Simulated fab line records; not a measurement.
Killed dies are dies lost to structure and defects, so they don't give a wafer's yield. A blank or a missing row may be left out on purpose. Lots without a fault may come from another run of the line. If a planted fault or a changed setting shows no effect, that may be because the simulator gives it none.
A struck lot beside a sound one -- flow nand-harc -- 14 steps out of a route of 1159
Sound: the wafers L507.3, L507.4, L507.6. Struck: wafers L514.3, L514.4, L514.6. The cause is given at the end.
Order at every step that has rows: each side's tool, ch and its chambers, its first start. Under that, the readings that differ: sound wafers -- struck wafers -- difference of the means -- sigmas: that difference in standard deviations of wafers without a fault.
alike: same words and numbers on both sides, and readings whose means sit less than 2 such deviations apart. not compared: any withheld reading, any reading some wafer has no value for, any bound like >300 that may hide the same value, and any number with overlapping values for which the record gives no deviation.
A row with sigmas, a row that says differs or no value, or rows on one side alone: a step with any of these is where the two part. Numbers that don't overlap but have no deviation are shown without sigmas and don't part them. A reading that every wafer of one side lacks parts them only if that side has two wafers or more.

first, 2 steps without rows for these wafers: NHARC_P_M1_PRE_CLEAN_30 (time 30 s); NHARC_P_M1_PVD_20 (deposits TaN, target thk 5 nm, time 8.06 s).
NHARC_P_M1_PVD_21: deposits Cu, target thk 30 nm, time 20.49 s.
  sound on pvd-sputter-01; struck on pvd-sputter-02
  alike: cathode-dc-power-W, throttle-valve-pct
then, 1 step without rows for these wafers: NHARC_P_M1_ECD_22 (material Cu, target thk 400 nm).
NHARC_P_M1_ANNEAL_31: time 90 s.
  sound on rtp-anneal-02 ch 0, day 8 13:38; struck on rtp-anneal-02 ch 0, day 9 09:34
  alike: wafer_temp_C_max
NHARC_P_M1_CMP_23: polishes, t overpolish 20 s, target thk 157.82 nm.
  sound on cmp-02 ch 0,2, day 8 13:52; struck on cmp-02 ch 0,1,2, day 9 09:50
  alike: motor-current-A, retaining-ring-pressure-frac, slurry-flow-ml-min, time-to-endpoint-s
NHARC_P_M1_THK_MEAS_24: measures by xrf.
  struck on film-metro-02, day 9 10:08; sound on film-metro-02, day 8 14:11
  alike: thk-nm
then, 1 step without rows for these wafers: NHARC_P_M1_SRD_25.
NHARC_P_M1_INSPECT_27:
  struck on defect-inspect-01, day 9 10:17; sound on defect-inspect-02, day 8 14:22
  alike: raw-defect-count
NHARC_P_M1_PRE_CLEAN_32: time 12 s.
  sound on pecvd-04 ch 0,2, day 8 14:36; struck on pecvd-02 ch 0,1, day 9 10:22
  alike: heater-power-w
NHARC_P_M1_DEP_33: deposits SiCN, target thk 30 nm.
  sound on pecvd-04 ch 0,2, day 8 14:43; struck on pecvd-02 ch 0,1, day 9 10:28
  alike: heater-power-w
NHARC_P_M2_DEP_00: deposits SiOC, target thk 182.5 nm.
  sound on pecvd-04 ch 1,2, day 8 15:09; struck on pecvd-01 ch 0,1,2, day 9 12:05
then, 1 step without rows for these wafers: NHARC_P_M2_DEHYDRATE_01 (time 120 s).
-- the record jumps here: 16 days lie between the struck wafers' starts before and after (it left off in module P_M2 and takes up again in module END, whose first step shown is number 1159 of the route) --
NHARC_END_SORT_01:
  the record has rows for the struck wafers here (prober-02 ch 0, day 25 17:28) and none for the sound ones

== WHERE THEY PART ==
Within this record, at NHARC_END_SORT_01 only.

WHY: the cause the simulator had injected
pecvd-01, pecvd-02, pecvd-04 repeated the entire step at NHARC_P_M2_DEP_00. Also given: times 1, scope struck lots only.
